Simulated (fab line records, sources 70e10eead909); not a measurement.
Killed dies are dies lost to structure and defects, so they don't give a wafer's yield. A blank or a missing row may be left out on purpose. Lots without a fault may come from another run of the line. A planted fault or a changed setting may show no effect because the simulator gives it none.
fab line records | flow nand_harc
record lots=6 wafers=18 last_day=30
route steps=1302 shown A_CHANNEL_HOLE_D1@462 A_CHANNEL_FILL_D1@490 END@1302
lots that met no fault: from a run of the same line without faults
start_h: hours from the record's first day to the start of the lot's first wafer shown | wait_h: hours since the lot's step before | " the same as in the row above | L1.1+2: a row that stands for several wafers | - no value, or no start given | * or withheld: withheld | < > ~ a bound
route shown NAME@n: a module of which the file shows steps, and the number in the route of the first | usual: mean/standard deviation of fault-free wafers | same: alike in all rows | chamber/n: place in a boat | sites: the reading at each site | _std_site: their standard deviation | _edge_site: outer sites' mean less inner sites' | radius_mm: how far each site lies from the wafer's centre | mask NAME#n: copy n | behind: the tool/chamber that last shaped the wafer | hold: why the lot was held/for how many hours/how that ended | device: the transistor (n, p or np) that didn't switch | end of line: the same wafers' tests at the end of the route | a step without rows: its recipe alone | killed: dies lost to structure and defects at the first sort, not the wafer's yield | map: a wafer's dies, x killed, . not, _ none there
set.NAME: the setting as run; set.NAME@STEP: as run at that earlier step | model.NAME: the simulator's own value behind a step, which no gauge read
lots at some steps of the route; a table a step, a row a wafer
services: from which hour (start_h, from the record's first day; less than 0 if before it) a tool's chamber was out of use, for how many hours, and why
## steps
# step NHARC_A_CHANNEL_HOLE_D1_CD_MEAS_10
# recipe target_cd_nm=100 landing_energy_ev=500
# usual cd_nm=100.2/0.46
# columns lot.wafer tool chamber start_h wait_h cd_nm
L764.2 cd_sem-02 0 260.98 - 99.8
L764.3 " 0 " " 99.8
L764.6 " 0 " " 99.5
L767.3 cd_sem-01 0 286.74 - 99.9
L767.4 " 0 " " 100.4
L767.5 " 0 " " 101.1
L768.1 cd_sem-01 0 301.01 - 99.9
L768.5 " 0 " " 100.5
L768.6 " 0 " " 100.3
L770.2 cd_sem-01 0 323.21 - 100.4
L770.4 " 0 " " 100.6
L770.6 " 0 " " 100.2
L772.3 cd_sem-01 0 344.26 - 100.5
L772.4 " 0 " " 100.4
L772.5 " 0 " " 100.2
L773.1 cd_sem-03 0 351.90 - 101.4
L773.3 " 0 " " 99.5
L773.6 " 0 " " 100.5
# step NHARC_A_CHANNEL_HOLE_D1_OVL_MEAS_11
# usual overlay_x_nm=0.2/0.9 overlay_y_nm=-0.2/0.92
# columns lot.wafer tool chamber start_h wait_h overlay_x_nm overlay_y_nm
L764.2 overlay-01 - 261.07 - -0.6 -0.7
L764.3 " - " " -0.9 -0.3
L764.6 " - " " -1.1 -0.4
L767.3 overlay-02 - 286.82 - 0.1 -0.7
L767.4 " - " " 0.4 -1.0
L767.5 " - " " 0.2 -0.3
L768.1 overlay-01 - 301.10 - -0.4 1.4
L768.5 " - " " 0.0 1.8
L768.6 " - " " 0.4 2.0
L770.2 overlay-01 - 323.29 - 0.9 -1.0
L770.4 " - " " 0.8 -0.8
L770.6 " - " " 0.7 -1.0
L772.3 overlay-01 - 344.34 - -1.0 -0.1
L772.4 " - " " -1.1 -0.2
L772.5 " - " " -1.0 -0.3
L773.1 overlay-02 - 351.98 - -0.1 -0.1
L773.3 " - " " 0.1 -0.4
L773.6 " - " " -0.3 -0.5
# step NHARC_A_CHANNEL_HOLE_D1_INSPECT_12
# usual raw_defect_count=5.2/2.5
# columns lot.wafer tool chamber start_h wait_h raw_defect_count
L764.2 defect_inspect-01 - 261.10 0.0 3
L764.3 " - " " 3
L764.6 " - " " 2
L767.3 defect_inspect-01 - 286.87 0.0 4
L767.4 " - " " 3
L767.5 " - " " 2
L768.1 defect_inspect-02 - 301.14 0.0 3
L768.5 " - " " 8
L768.6 " - " " 11
L770.2 defect_inspect-01 - 323.33 0.0 7
L770.4 " - " " 7
L770.6 " - " " 9
L772.3 defect_inspect-02 - 344.38 0.0 4
L772.4 " - " " 5
L772.5 " - " " 9
L773.1 defect_inspect-01 - 352.02 0.0 5
L773.3 " - " " 7
L773.6 " - " " 3
# step NHARC_A_CHANNEL_HOLE_D1_DESCUM_15
# recipe time_s=3 o2_flow_sccm=200 ar_flow_sccm=0 bias_power_w=0 chemistry=O2
# step NHARC_A_CHANNEL_HOLE_D1_ETCH_38
# recipe target_depth_a=390 over_etch_frac=0.3 time_s=65 ion_energy_ev=80 cf4_flow_sccm=150 ar_flow_sccm=0 rf_w=300 bias_w=100 chemistry=CF4
# step NHARC_A_CHANNEL_HOLE_D1_ETCH_39
# recipe target_depth_a=2600 over_etch_frac=0.3 time_s=325 ion_energy_ev=200 n2_flow_sccm=150 h2_flow_sccm=150 ar_flow_sccm=0 rf_w=400 bias_w=150 chemistry=N2/H2
# step NHARC_A_CHANNEL_HOLE_D1_ETCH_34
# recipe target_depth_a=1540 time_s=77 cf4_flow_sccm=100 chf3_flow_sccm=30 ar_flow_sccm=0 rf_w=500 bias_w=200 chemistry=CF4/CHF3
# usual drypump_motor_current_A=5.7/0.39 oes_product_au=0.949/0.021 rf_vpp_V=370.1/2.6 showerhead_plenum_p_Torr=1.56/0.072 throttle_valve_pct=16.803/0.0086
# columns lot.wafer tool chamber start_h wait_h drypump_motor_current_A oes_product_au rf_hours_counter_h rf_vpp_V showerhead_plenum_p_Torr throttle_valve_pct
L764.3 rie_diel-08 3 - - 5.7 0.925 6 365.8 1.48 16.804
L764.2 " 0 " " 5.2 0.924 6 374.2 1.67 16.792
L764.6 " 3 " " 5.7 0.917 - 366.6 1.48 16.803
L767.3 rie_diel-08 3 - - 5.7 0.924 10 367.5 1.47 16.805
L767.4 " 1 " " 6.2 0.913 9 367.6 1.48 16.809
L767.5 " 3 " " 5.6 0.921 - 368.4 1.47 16.812
L768.1 rie_diel-05 2 - - 5.4 0.962 23 371.2 1.58 16.795
L768.5 " 1 " " 6.1 0.971 - 368.2 1.49 16.784
L768.6 " 2 " " 5.4 0.971 - 371.5 1.58 16.804
L770.4 rie_diel-08 3 - - 5.7 0.931 12 367.7 1.47 16.803
L770.2 " 0 " " 5.2 0.938 11 375.1 1.67 16.799
L770.6 " 2 " " 5.3 0.934 - 371.9 1.60 16.798
L772.3 rie_diel-08 0 - - 5.2 0.925 14 375.5 1.67 16.805
L772.5 " 1 " " 6.2 0.927 - 366.2 1.47 16.798
L772.4 " 3 " " 5.7 0.929 - 366.4 1.47 16.796
L773.3 rie_diel-08 0 - - 5.2 0.920 15 372.7 1.67 16.807
L773.1 " 1 " " 6.2 0.930 15 366.4 1.47 16.786
L773.6 " 1 " " 6.2 0.924 - 367.6 1.47 16.799
# step NHARC_A_CHANNEL_HOLE_D1_ETCH_16
# recipe target_depth_a=31000 over_etch_frac=0.3 time_s=806 ion_energy_ev=150 o2_flow_sccm=400 cos_flow_sccm=20 ar_flow_sccm=0 rf_w=500 bias_w=300 chemistry=O2/COS
# usual drypump_motor_current_A=5.7/0.39 oes_product_au=0.999/0.0094 rf_vpp_V=313.4/2.2 showerhead_plenum_p_Torr=3.08/0.14 throttle_valve_pct=28.331/0.0094
# columns lot.wafer tool chamber start_h wait_h drypump_motor_current_A oes_product_au rf_hours_counter_h rf_vpp_V showerhead_plenum_p_Torr throttle_valve_pct
L764.2 rie_diel-08 0 - - 5.2 1.000 6 316.4 3.31 28.336
L764.3 " 2 " " 5.4 1.005 7 314.7 3.18 28.331
L764.6 " 0 " " 5.2 1.009 - 317.6 3.31 28.340
L767.4 rie_diel-08 0 - - 5.2 1.011 9 317.5 3.31 28.323
L767.3 " 2 " " 5.4 1.011 10 314.9 3.18 28.334
L767.5 " 0 " " 5.2 1.004 - 316.7 3.31 28.343
L768.1 rie_diel-05 3 - - 5.7 0.988 20 315.7 3.23 28.331
L768.5 " 2 " " 5.4 1.004 - 312.7 3.13 28.336
L768.6 " 3 " " 5.8 0.991 - 316.4 3.23 28.309
L770.4 rie_diel-08 1 - - 6.2 0.990 11 312.1 2.93 28.330
L770.2 " 3 " " 5.7 0.992 12 310.9 2.93 28.337
L770.6 " 1 " " 6.2 1.000 - 311.2 2.93 28.343
L772.3 rie_diel-08 3 - - 5.7 0.986 13 312.0 2.92 28.332
L772.5 " 3 " " 5.7 0.986 - 309.7 2.92 28.329
L772.4 " 0 " " 5.2 0.996 - 316.0 3.30 28.336
L773.1 rie_diel-08 1 - - 6.2 0.993 15 311.3 2.92 28.323
L773.3 " 3 " " 5.7 0.984 15 311.0 2.92 28.308
L773.6 " 2 " " 5.4 0.999 - 314.7 3.17 28.334
# step NHARC_A_CHANNEL_HOLE_D1_CD_MEAS_18
# usual cd_nm=101.1/1.7
# columns lot.wafer tool chamber start_h wait_h cd_nm
L764.2 cd_sem-03 - 262.28 - 100.7
L764.3 " - " " 99.2
L764.6 " - " " 100.7
L767.3 cd_sem-01 - 288.04 - 101.8
L767.4 " - " " 101.5
L767.5 " - " " 99.9
L768.1 cd_sem-01 - 302.30 - 98.3
L768.5 " - " " 99.1
L768.6 " - " " 97.4
L770.2 cd_sem-01 - 324.49 - 102.2
L770.4 " - " " 101.2
L770.6 " - " " 102.8
L772.3 cd_sem-03 - 345.76 - 103.0
L772.4 " - " " 103.6
L772.5 " - " " 101.2
L773.1 cd_sem-03 - 353.18 - 103.0
L773.3 " - " " 100.9
L773.6 " - " " 101.2
# step NHARC_A_CHANNEL_HOLE_D1_ETCH_19
# recipe bias_v=1200 source_w=2500 pressure_mtorr=15 time_s=34.5 ar_flow_sccm=375 c4f8_flow_sccm=28.8 o2_flow_sccm=96.2 temp_c=-20 target_depth_a=* chemistry=C4F8/O2/Ar
# step NHARC_A_CHANNEL_HOLE_D1_ETCH_20
# recipe bias_v=3000 source_w=withheld pressure_mtorr=20 time_s=361.9 ar_flow_sccm=375 c4f8_flow_sccm=89.3 o2_flow_sccm=35.7 temp_c=-20 target_depth_a=16000 chemistry=C4F8/O2/Ar
# usual c4f8_flow_sccm=89.31/0.25 drypump_motor_current_A=5.85/0.11 showerhead_plenum_p_Torr=3.61/0.13 throttle_valve_pct=32.154/0.009
# columns lot.wafer tool chamber start_h wait_h c4f8_flow_sccm drypump_motor_current_A rf_hours_counter_h showerhead_plenum_p_Torr throttle_valve_pct
L764.2 har_etch-02 1 262.46 0.1 89.58 5.95 333 3.51 32.152
L764.3 " 1 " " 89.31 5.95 - 3.51 32.145
L764.6 " 0 " " 89.67 5.86 - 3.53 32.144
L767.4 har_etch-01 1 288.33 0.2 88.83 5.65 - 3.68 32.159
L767.3 " 0 " " 89.04 5.83 - 3.70 32.160
L767.5 " 1 " " 88.91 5.66 - 3.68 32.147
L768.1 har_etch-02 1 302.93 0.1 89.15 5.96 360 3.49 32.134
L768.6 " 0 " " 89.48 5.88 - 3.51 32.146
L768.5 " 1 " " 88.97 5.99 - 3.49 32.155
L770.2 har_etch-02 0 324.83 0.1 89.36 5.85 368 3.51 32.144
L770.4 " 0 " " 89.31 5.86 - 3.51 32.147
L770.6 " 0 " " 89.59 5.87 - 3.51 32.159
L772.4 har_etch-02 0 346.04 0.2 89.48 5.86 - 3.50 32.161
L772.3 " 1 " " 89.33 5.98 - 3.48 32.142
L772.5 " 0 " " 89.58 5.88 - 3.50 32.174
L773.1 har_etch-02 1 358.11 0.1 89.67 5.99 391 3.48 32.149
L773.3 " 1 " " 89.49 5.98 - 3.48 32.146
L773.6 " 0 " " 89.20 5.84 - 3.50 32.169
# step NHARC_A_CHANNEL_HOLE_D1_ETCH_21
# recipe bias_v=3000 source_w=withheld pressure_mtorr=20 time_s=514.3 ar_flow_sccm=375 c4f8_flow_sccm=89.3 o2_flow_sccm=35.7 temp_c=-20 target_depth_a=16000 chemistry=C4F8/O2/Ar
# step NHARC_A_CHANNEL_HOLE_D1_ETCH_22
# recipe bias_v=3000 source_w=withheld pressure_mtorr=20 time_s=666.7 ar_flow_sccm=375 c4f8_flow_sccm=89.3 o2_flow_sccm=35.7 temp_c=-20 target_depth_a=16000 chemistry=C4F8/O2/Ar
# usual c4f8_flow_sccm=89.28/0.29 drypump_motor_current_A=5.84/0.11 showerhead_plenum_p_Torr=3.61/0.13 throttle_valve_pct=32.155/0.0085
# columns lot.wafer tool chamber start_h wait_h c4f8_flow_sccm drypump_motor_current_A rf_hours_counter_h showerhead_plenum_p_Torr throttle_valve_pct
L764.2 har_etch-02 1 263.21 0.4 89.49 5.96 334 3.51 32.161
L764.3 " 1 " " 89.14 5.96 - 3.51 32.156
L764.6 " 0 " " 89.37 5.87 - 3.53 32.153
L767.4 har_etch-01 1 289.16 0.4 89.44 5.66 - 3.68 32.176
L767.3 " 0 " " 89.33 5.75 - 3.70 32.156
L767.5 " 1 " " 89.26 5.68 - 3.68 32.151
L768.1 har_etch-02 1 303.73 0.4 89.39 5.96 361 3.49 32.146
L768.6 " 0 " " 89.92 5.85 - 3.51 32.155
L768.5 " 1 " " 89.38 5.95 - 3.49 32.146
L770.2 har_etch-02 0 325.62 0.4 89.47 5.87 369 3.51 32.151
L770.4 " 0 " " 89.67 5.86 - 3.51 32.153
L770.6 " 0 " " 89.53 5.86 - 3.51 32.159
L772.4 har_etch-02 0 346.89 0.4 89.11 5.84 - 3.50 32.160
L772.3 " 1 " " 89.64 5.95 - 3.48 32.150
L772.5 " 0 " " 89.03 5.82 - 3.50 32.145
L773.1 har_etch-02 1 358.87 0.4 89.20 5.99 391 3.48 32.174
L773.3 " 1 " " 88.97 5.95 - 3.48 32.157
L773.6 " 0 " " 88.95 5.88 - 3.50 32.147
# step NHARC_A_CHANNEL_HOLE_D1_ETCH_23
# recipe bias_v=5000 source_w=withheld pressure_mtorr=20 time_s=819 ar_flow_sccm=375 c4f8_flow_sccm=89.3 o2_flow_sccm=35.7 temp_c=-20 target_depth_a=16000 chemistry=C4F8/O2/Ar
# step NHARC_A_CHANNEL_HOLE_D1_ETCH_24
# recipe bias_v=5000 source_w=withheld pressure_mtorr=20 time_s=906.2 ar_flow_sccm=375 c4f8_flow_sccm=93.8 o2_flow_sccm=31.2 temp_c=-20 target_depth_a=15000 chemistry=C4F8/O2/Ar
# step NHARC_A_CHANNEL_HOLE_D1_ETCH_25
# recipe bias_v=5000 source_w=withheld pressure_mtorr=20 time_s=1040.2 ar_flow_sccm=375 c4f8_flow_sccm=93.8 o2_flow_sccm=31.2 temp_c=-20 target_depth_a=15000 chemistry=C4F8/O2/Ar
# usual c4f8_flow_sccm=93.82/0.24 drypump_motor_current_A=5.85/0.11 showerhead_plenum_p_Torr=3.61/0.13 throttle_valve_pct=32.235/0.0097
# columns lot.wafer tool chamber start_h wait_h c4f8_flow_sccm drypump_motor_current_A rf_hours_counter_h showerhead_plenum_p_Torr throttle_valve_pct
L764.2 har_etch-02 1 265.24 0.6 93.57 5.98 336 3.50 32.241
L764.3 " 1 " " 93.54 6.00 - 3.50 32.234
L764.6 " 0 " " 93.42 5.87 - 3.52 32.233
L767.4 har_etch-01 1 291.33 0.7 93.97 5.67 - 3.68 32.235
L767.3 " 0 " " 93.90 5.81 - 3.69 32.228
L767.5 " 1 " " 94.16 5.67 - 3.68 32.223
L768.1 har_etch-02 1 305.83 0.7 93.95 5.94 363 3.49 32.231
L768.6 " 0 " " 93.32 5.86 - 3.51 32.220
L768.5 " 1 " " 93.63 5.96 - 3.49 32.219
L770.2 har_etch-02 0 327.70 0.7 94.33 5.85 371 3.50 32.246
L770.4 " 0 " " 93.75 5.86 - 3.50 32.246
L770.6 " 0 " " 93.61 5.86 - 3.50 32.227
L772.4 har_etch-02 0 349.01 0.7 93.95 5.82 - 3.50 32.229
L772.3 " 1 " " 93.82 5.96 - 3.48 32.220
L772.5 " 0 " " 93.96 5.83 - 3.50 32.247
L773.1 har_etch-02 1 360.92 0.6 93.89 5.97 393 3.47 32.247
L773.3 " 1 " " 93.97 5.95 - 3.47 32.231
L773.6 " 0 " " 93.57 5.87 - 3.49 32.232
# step NHARC_A_CHANNEL_HOLE_D1_ETCH_26
# recipe bias_v=300 source_w=2000 pressure_mtorr=30 time_s=224.1 ar_flow_sccm=375 c4f8_flow_sccm=11.4 o2_flow_sccm=113.6 temp_c=-20 target_depth_a=3000 chemistry=C4F8/O2/Ar
# step NHARC_A_CHANNEL_HOLE_D1_ETCH_33
# recipe bias_v=400 source_w=2000 pressure_mtorr=25 time_s=90 ar_flow_sccm=375 c4f8_flow_sccm=41.7 o2_flow_sccm=83.3 temp_c=-20 target_depth_a=4000 chemistry=C4F8/O2/Ar
# step NHARC_A_CHANNEL_HOLE_D1_STRIP_41
# recipe n2_flow_sccm=150 h2_flow_sccm=150 ar_flow_sccm=0 bias_w=0 chemistry=N2/H2
# step NHARC_A_CHANNEL_HOLE_D1_STRIP_42
# recipe cf4_flow_sccm=100 chf3_flow_sccm=30 ar_flow_sccm=0 bias_w=0 chemistry=CF4/CHF3
# step NHARC_A_CHANNEL_HOLE_D1_STRIP_43
# recipe o2_flow_sccm=400 cos_flow_sccm=20 ar_flow_sccm=0 bias_w=0 chemistry=O2/COS
# step NHARC_A_CHANNEL_HOLE_D1_ETCH_44
# recipe target_depth_a=1400 overetch_a=140 time_s=77 ion_energy_ev=100 cf4_flow_sccm=80 o2_flow_sccm=20 ar_flow_sccm=0 rf_w=300 bias_w=100 chemistry=CF4/O2
# step NHARC_A_CHANNEL_HOLE_D1_STRIP_27
# recipe o2_flow_sccm=500 ar_flow_sccm=0 bias_w=0 chemistry=O2
# step NHARC_A_CHANNEL_HOLE_D1_PRECLEAN_28
# recipe time_s=* temp_c=50 bath_age_min=0 chemistry=SC1
# step NHARC_A_CHANNEL_HOLE_D1_SRD_29
# step NHARC_A_CHANNEL_HOLE_D1_CD_MEAS_30
# usual cd_nm=90.6/1.2
# columns lot.wafer tool chamber start_h wait_h cd_nm
L764.2 cd_sem-02 - 267.86 - 90.4
L764.3 " - " " 89.6
L764.6 " - " " 91.7
L767.3 cd_sem-01 - 293.67 - 91.6
L767.4 " - " " 91.0
L767.5 " - " " 92.0
L768.1 cd_sem-03 - 308.31 - 90.6
L768.5 " - " " 92.2
L768.6 " - " " 91.3
L770.2 cd_sem-01 - 330.17 - 91.2
L770.4 " - " " 92.1
L770.6 " - " " 91.3
L772.3 cd_sem-01 - 351.36 - 90.7
L772.4 " - " " 90.1
L772.5 " - " " 90.0
L773.1 cd_sem-03 - 363.60 - 92.9
L773.3 " - " " 89.3
L773.6 " - " " 90.3
# step NHARC_A_CHANNEL_HOLE_D1_XSEM_31
# recipe landing_energy_ev=35000
# usual bot_cd_nm=75.2/1.4 bow_nm=8.59/0.28 tilt_deg=0.06/0.043
# columns lot.wafer tool chamber start_h wait_h bot_cd_nm bow_nm tilt_deg
L764.2 xsem-02 0 267.95 0.1 74.6 8.39 0.02
L764.3 " 0 " " 73.5 8.42 0.02
L764.6 " 0 " " 76.3 8.37 0.02
L767.3 xsem-01 0 293.75 0.1 76.7 8.88 0.03
L767.4 " 0 " " 76.9 8.83 0.03
L767.5 " 0 " " 77.2 8.85 0.03
L768.1 xsem-02 0 308.42 0.1 74.4 8.16 0.11
L768.5 " 0 " " 76.4 8.24 0.11
L768.6 " 0 " " 75.0 8.27 0.11
L770.2 xsem-02 0 330.26 0.1 76.1 9.03 0.17
L770.4 " 0 " " 76.7 9.04 0.17
L770.6 " 0 " " 76.2 8.92 0.17
L772.3 xsem-01 0 351.45 0.1 74.9 8.10 0.02
L772.4 " 0 " " 74.9 8.02 0.02
L772.5 " 0 " " 73.6 8.04 0.02
L773.1 xsem-01 0 363.69 0.1 77.8 8.56 0.02
L773.3 " 0 " " 73.7 8.59 0.02
L773.6 " 0 " " 75.6 8.58 0.02
# step NHARC_A_CHANNEL_HOLE_D1_INSPECT_40
# usual raw_defect_count=78/24
# columns lot.wafer tool chamber start_h wait_h raw_defect_count
L764.2 defect_inspect-01 - 268.05 - 102
L764.3 " - " " 104
L764.6 " - " " 95
L767.3 defect_inspect-01 - 293.86 - 53
L767.4 " - " " 61
L767.5 " - " " 48
L768.1 defect_inspect-02 - 308.51 - 68
L768.5 " - " " 87
L768.6 " - " " 83
L770.2 defect_inspect-01 - 330.36 - 79
L770.4 " - " " 84
L770.6 " - " " 114
L772.3 defect_inspect-02 - 351.54 - 95
L772.4 " - " " 396
L772.5 " - " " 437
L773.1 defect_inspect-01 - 363.78 - 132
L773.3 " - " " 98
L773.6 " - " " 433
# step NHARC_A_CHANNEL_FILL_D1_PRECLEAN_00
# recipe time_s=* temp_c=50 bath_age_min=0 chemistry=SC1
# step NHARC_END_SORT_01
# recipe temp_c=25
# usual killed_at_array=65/19 killed_at_other=0.9/1.1 killed_at_periphery=3.5/2.3 killed_dies=69/19 killed_open=3.2/1.8 killed_short=2.4/1.5
# same gross_dies=677
# columns lot.wafer tool chamber start_h wait_h killed_at_array killed_at_other killed_at_periphery killed_dies killed_open killed_short
L772.4 prober-01 0 725.00 3.4 133 0 6 139 1 2
L772.5 prober-01 0 725.80 3.7 141 0 9 150 0 2
L773.6 prober-02 0 730.44 4.0 143 1 4 148 1 5
# killed by level:class
L772.4 A_CHANNEL_HOLE_D1:unspecified=62 A_SLIT:chamber_film_flake=31 A_CHANNEL_HOLE_D2:chamber_film_flake=22 A_CHANNEL_HOLE_D1:chamber_film_flake=9 A_CONTACT:chamber_film_flake=5 P_BONDPAD:chamber_film_flake=3 P_CONTACT:geometric_particle:open=1 A_CHANNEL_FILL_D1:geometric_particle:short=1
L772.5 A_CHANNEL_HOLE_D1:unspecified=68 A_SLIT:chamber_film_flake=36 A_CHANNEL_HOLE_D2:chamber_film_flake=17 A_CHANNEL_HOLE_D1:chamber_film_flake=15 P_BONDPAD:chamber_film_flake=5 P_GATE:chamber_film_flake=2 A_CONTACT:chamber_film_flake=2 P_GATE:geometric_particle:short=1
L773.6 A_CHANNEL_HOLE_D1:unspecified=64 A_SLIT:chamber_film_flake=30 A_CHANNEL_HOLE_D2:chamber_film_flake=20 A_CHANNEL_HOLE_D1:chamber_film_flake=12 A_CONTACT:chamber_film_flake=8 A_ONON_D1:geometric_particle:short=2 P_M0:chamber_film_flake=2 A_STAIRCASE:chamber_film_flake=2
# map L772.5 (x killed, . not)
____________.____________
_________......._________
_______..........._______
______.......x.....______
_____..............._____
____.................____
____.................____
___...................___
___...........x.......___
__.....................__
__.....................__
_.........x.x..........._
_x.....x............x..._
_........x...x..x.x....._
_.......x.x.x.....x.x..._
_x........xxx.x.x..x.x.._
........x..x.x.xx.xx.....
..........x.x...xxxxx....
..........x.xx..xx.xxx...
...xx....xx....xx.xx.....
.......xxx....xxxxxxx....
_..xx.xxxx.x...xxxx.x..._
_....xxxxxx....xxx......_
_.x..xxxxxxx............_
_..xxxxxxxxxx..........._
_....xxxxxxxx..........._
__..xxxxxxxxxx.x.......__
__.xxxxxxxx............__
___..xxxxxx...........___
___x..xxxx............___
____..xxxx...........____
____x.x....x.........____
_____..xx..........._____
______.............______
_______..........._______
_________......._________
____________.____________
# map L773.6 (x killed, . not)
____________.____________
_________......._________
_______x.........._______
______.............______
_____x.............._____
____.................____
____.................____
___...................___
___...x...............___
__.....................__
__.....................__
_......................._
_.x....x................_
_......................._
_...........x...x......._
_..............xx...x..._
xx...x.........xxxxxx....
.x............xxx.xxxxx..
x..........x.....xxxx....
xx....xx......x.xxxx.x...
..xx....xx.....xxxxxxx...
_...xxxxx.x......xxxx..._
_....xxxxx.......xxx.x.._
_.xxxxxxxxx.x....xxx.x.._
_....xxxxxxxx.......x..._
_...xxxxxxxx.....x.x...._
__.xxxxxxxxx...........__
__...xxxxxxx...x.......__
___..xxxxxxx........x.___
___..xxxxxxx..........___
____.x.xxx...........____
____..x............x.____
_____.....x....x.x.._____
______.............______
_______..........._______
_________......._________
____________.____________
## services
# columns tool chamber start_h hours kind
rie_diel-05 0 239.04 - clean
rie_diel-05 1 239.04 - clean
rie_diel-05 2 239.04 - clean
rie_diel-08 1 246.68 5.4 repair
rie_diel-08 0 248.89 - clean
rie_diel-08 2 248.89 - clean
rie_diel-08 3 248.89 - clean
rie_diel-08 0 273.39 - clean
rie_diel-08 1 273.39 - clean
rie_diel-08 2 273.39 - clean
rie_diel-08 3 273.39 - clean
rie_diel-08 2 297.66 5.6 repair
rie_diel-08 0 297.89 - clean
rie_diel-08 1 297.89 - clean
rie_diel-08 3 297.89 - clean
rie_diel-08 0 322.39 - clean
rie_diel-08 1 322.39 - clean
rie_diel-08 2 322.39 - clean
rie_diel-08 3 322.39 - clean
rie_diel-08 2 331.28 20.0 repair
rie_diel-08 3 335.12 5.8 repair
rie_diel-08 0 346.89 - clean
rie_diel-08 1 346.89 - clean
rie_diel-08 3 346.89 - clean
## key
first_sign step=NHARC_A_CHANNEL_HOLE_D1_INSPECT_40 reading=raw_defect_count direction=up sigmas=14 usual=78 struck=422
effect step=NHARC_END_SORT_01 reading=killed_dies direction=up sigmas=4 usual=69 struck=146
more_kills_born_at NHARC_A_CHANNEL_HOLE_D1_ETCH_22@har_etch-02=128
met_at NHARC_A_CHANNEL_HOLE_D1_ETCH_22
struck_wafers L772.4,L772.5,L773.6
tester_left_out L772,L773
onset_between 325.62 346.89
fault kind=chamber_particle_source tool=har_etch-02 chamber=0 onset_h=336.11 steps=NHARC_A_CHANNEL_HOLE_D1_ETCH_22 rate_per_visit_cm2=0.50162 end_h=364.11
# tester_left_out: of these lots the tester's yield and bins aren't shown, on N5 and GAA mostly nor the transistor test; their killed dies are dies lost to structure and defects alone, not to doping, threshold or leakage, so they don't give the yield
